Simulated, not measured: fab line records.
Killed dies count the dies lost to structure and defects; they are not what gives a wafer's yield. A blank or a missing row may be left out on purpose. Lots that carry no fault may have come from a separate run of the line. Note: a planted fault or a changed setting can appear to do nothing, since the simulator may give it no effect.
Chamber matching | flow nand harc | rie diel-03 running NHARC_A_STAIRCASE_DESCUM_11: 4 sister chambers
The step chemistry O2, time 3 s. 18 wafers are shown with their chamber, then 9 later ones without.

== WAFERS PAIRED WITH THEIR CHAMBERS ==
wafer  | chamber | drypump motor current A (A) | showerhead plenum p Torr (Torr) | oes product au (a.u.)
L076.4 | 1       | 5.7                         | 1.77                            | 0.971
L076.5 | 1       | 5.7                         | 1.77                            | 0.983
L076.6 | 0       | 6.1                         | 1.93                            | 0.986
L078.1 | 1       | 5.8                         | 1.76                            | 0.989
L078.2 | 0       | 6.1                         | 1.92                            | 0.992
L078.4 | 3       | 5.1                         | 1.88                            | 1.010
L084.2 | 0       | 6.1                         | 1.92                            | 0.987
L084.5 | 1       | 5.8                         | 1.76                            | 0.985
L084.6 | 2       | 5.5                         | 1.90                            | 0.993
L083.2 | 0       | 6.0                         | 1.92                            | 0.986
L083.3 | 3       | 5.1                         | 1.87                            | 1.002
L083.4 | 2       | 5.5                         | 1.90                            | 0.996
L087.1 | 0       | 6.1                         | 1.91                            | 0.974
L087.4 | 2       | 5.5                         | 1.90                            | 0.989
L087.6 | 0       | 6.1                         | 1.91                            | 0.980
L092.1 | 0       | 6.1                         | 1.91                            | 0.978
L092.4 | 3       | 5.1                         | 1.86                            | 1.003
L092.5 | 3       | 5.1                         | 1.86                            | 1.003

SIGNATURES, as means of the wafers listed above
reading                  | chamber 0 | chamber 1 | chamber 2 | chamber 3 | scatter within a chamber
drypump motor current A  | 6.086     | 5.750     | 5.500     | 5.100     | 0.0364
showerhead plenum p Torr | 1.9171    | 1.7650    | 1.9000    | 1.8675    | 0.00716
oes product au           | 0.98329   | 0.98200   | 0.99267   | 1.00450   | 0.00583
Rule: for a wafer and a chamber, the distance is found by dividing, reading by reading, the gap between the wafer's reading and the chamber's mean by the reading's scatter, squaring, summing and taking the root. The wafer belongs to the nearest chamber; if the next one is less than 2 further off, it can't be placed. The scatter is the square root of a quotient: the sum, over the shown wafers, of each reading's squared deviation from its chamber's mean, divided by wafers minus chambers.

== WAFERS WHOSE CHAMBER IS MISSING ==
wafer  | drypump motor current A (A) | showerhead plenum p Torr (Torr) | oes product au (a.u.)
L092.2 | 5.8                         | 2.07                            | 0.997
L092.3 | 5.5                         | 1.90                            | 1.009
L092.6 | 6.1                         | 1.91                            | 0.985
L096.1 | 6.1                         | 1.90                            | 0.982
L096.3 | 5.5                         | 1.89                            | 0.995
L096.6 | 6.1                         | 1.90                            | 0.987
L096.2 | 5.8                         | 2.06                            | 0.991
L096.4 | 5.1                         | 1.86                            | 0.998
L096.5 | 5.8                         | 2.06                            | 0.986

== CHAMBER TAKEN BY EACH ==
wafer  | from the rows above | in truth
L092.2 | 0                   | 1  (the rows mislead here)
L092.3 | 2                   | 2
L092.6 | 0                   | 0
L096.1 | 0                   | 0
L096.3 | 2                   | 2
L096.6 | 0                   | 0
L096.2 | 0                   | 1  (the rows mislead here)
L096.4 | 3                   | 3
L096.5 | 0                   | 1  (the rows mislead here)
6 of 9 placed correctly. Left unplaced by these rows: 0. Number placed wrongly: 3.
